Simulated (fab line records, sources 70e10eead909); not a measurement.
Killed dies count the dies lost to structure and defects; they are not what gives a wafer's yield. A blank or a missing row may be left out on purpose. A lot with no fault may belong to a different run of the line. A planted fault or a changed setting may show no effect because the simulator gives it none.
A struck lot beside a sound one ; flow nand_harc ; 15 out of 1159 route steps
Sound: wafers L794.2, L794.4, L794.6. Struck: wafer L807.3. (L807.1, L807.6 of the same lot were not struck and are left out.) The cause comes at the end.
At each step with rows: each side's tool, then ch and its chambers, then its first start. Under that, the readings that differ: sound wafers ; struck wafers ; difference of the means ; sigmas: that difference in standard deviations of wafers without a fault.
alike: readings whose means differ by less than 2 such deviations, and words and numbers that are the same on both sides. not compared: withheld readings, readings that some wafer has no value for, bounds like >300 that may hide the same value, and numbers for which the record gives no deviation and whose values overlap.
A row with sigmas, a row that says differs or no value, or rows on one side alone: a step with any of these is where the two part. When numbers do not overlap yet have no deviation, they are printed without sigmas and do not part them. A reading missing from all wafers of one side parts the sides only when that side holds two or more wafers.

NHARC_A_M1_INSPECT_11:
  sound: defect_inspect-01 at day 18 01:04; struck: defect_inspect-01 at day 22 01:05
  alike: raw_defect_count
then, 1 step without rows for these wafers: NHARC_A_M1_DESCUM_14 (chemistry O2, time 3 s).
NHARC_A_M1_ETCH_35: etches the open film in N2/H2, target depth 40 nm, overetch 12 nm, time 43.94 s.
  sound on rie_diel-06 ch 1,2,3, day 18 01:14; struck on rie_diel-12 ch 0, day 22 01:14
reading;sound;struck;difference;sigmas
oes_product_au (a.u.);0.996 1.008 1.002;0.980;-0.022;-2
  alike: chamber_pressure_mTorr, drypump_motor_current_A, rf_vpp_V, showerhead_plenum_p_Torr, throttle_valve_pct
  not compared: rf_hours_counter_h
NHARC_A_M1_ETCH_15: etches the open film in C4F8/Ar, target depth 182.5 nm, time 91.2 s.
  sound: rie_diel-06 ch 2,3; struck: rie_diel-12 ch 2
  alike: chamber_pressure_mTorr, oes_product_au, rf_vpp_V
  not compared: rf_hours_counter_h
NHARC_A_M1_CD_MEAS_16:
  sound: cd_sem-03 at day 18 01:46; struck: cd_sem-01 at day 22 01:28
  alike: cd_nm
then, 1 step without rows for these wafers: NHARC_A_M1_STRIP_18 (strips in N2/H2).
NHARC_A_M1_ETCH_28: etches the open film in CF4/N2, target depth 30 nm, time 72.99 s.
  sound: rie_diel-06 ch 0,2,3; struck: rie_diel-12 ch 3
  alike: chamber_pressure_mTorr, drypump_motor_current_A, oes_product_au, rf_vpp_V, showerhead_plenum_p_Torr, throttle_valve_pct
  not compared: rf_hours_counter_h
then, 1 step without rows for these wafers: NHARC_A_M1_STRIP_19 (strips in post etch residue remover, time 600 s).
NHARC_A_M1_DEGAS_29: time 60 s.
  sound: pvd_sputter-01 at day 18 02:29; struck: pvd_sputter-01 at day 22 02:13
  alike: heater_power_w
then, 1 step without rows for these wafers: NHARC_A_M1_PRE_CLEAN_30 (time 30 s).
NHARC_A_M1_PVD_20: deposits TaN, target thk 5 nm, time 8.06 s.
  sound on pvd_sputter-01; struck on pvd_sputter-01
  alike: throttle_valve_pct
then, 1 step without rows for these wafers: NHARC_A_M1_PVD_21 (deposits Cu, target thk 30 nm, time 20.49 s).
NHARC_A_M1_ECD_22: material Cu, target thk 400 nm.
  sound on ecd_cu-01 ch 0,1, day 18 02:50; struck on ecd_cu-01 ch 0, day 22 02:34
  alike: bath_temp_c
then, 1 step without rows for these wafers: NHARC_A_M1_ANNEAL_31 (time 90 s).
NHARC_A_M1_CMP_23: polishes, t overpolish 20 s, target thk 154.34 nm.
  sound on cmp-03 ch 0,1,2, day 18 03:37; struck on cmp-04 ch 3, day 22 03:20
reading;sound;struck;difference;sigmas
slurry_filter_dp_kPa (kPa);13.39 13.34 13.56;13.75;+0.32;+2
time_to_endpoint_s (s);29.3 27.8 27.9;12.7;-15.6;-9
  alike: motor_current_A, retaining_ring_pressure_frac
  not compared: pad_life_wafers

WHERE THEY PART
At NHARC_A_M1_ETCH_35 first; at NHARC_A_M1_CMP_23 last (within this record only).

WHY: whatever the simulator had introduced
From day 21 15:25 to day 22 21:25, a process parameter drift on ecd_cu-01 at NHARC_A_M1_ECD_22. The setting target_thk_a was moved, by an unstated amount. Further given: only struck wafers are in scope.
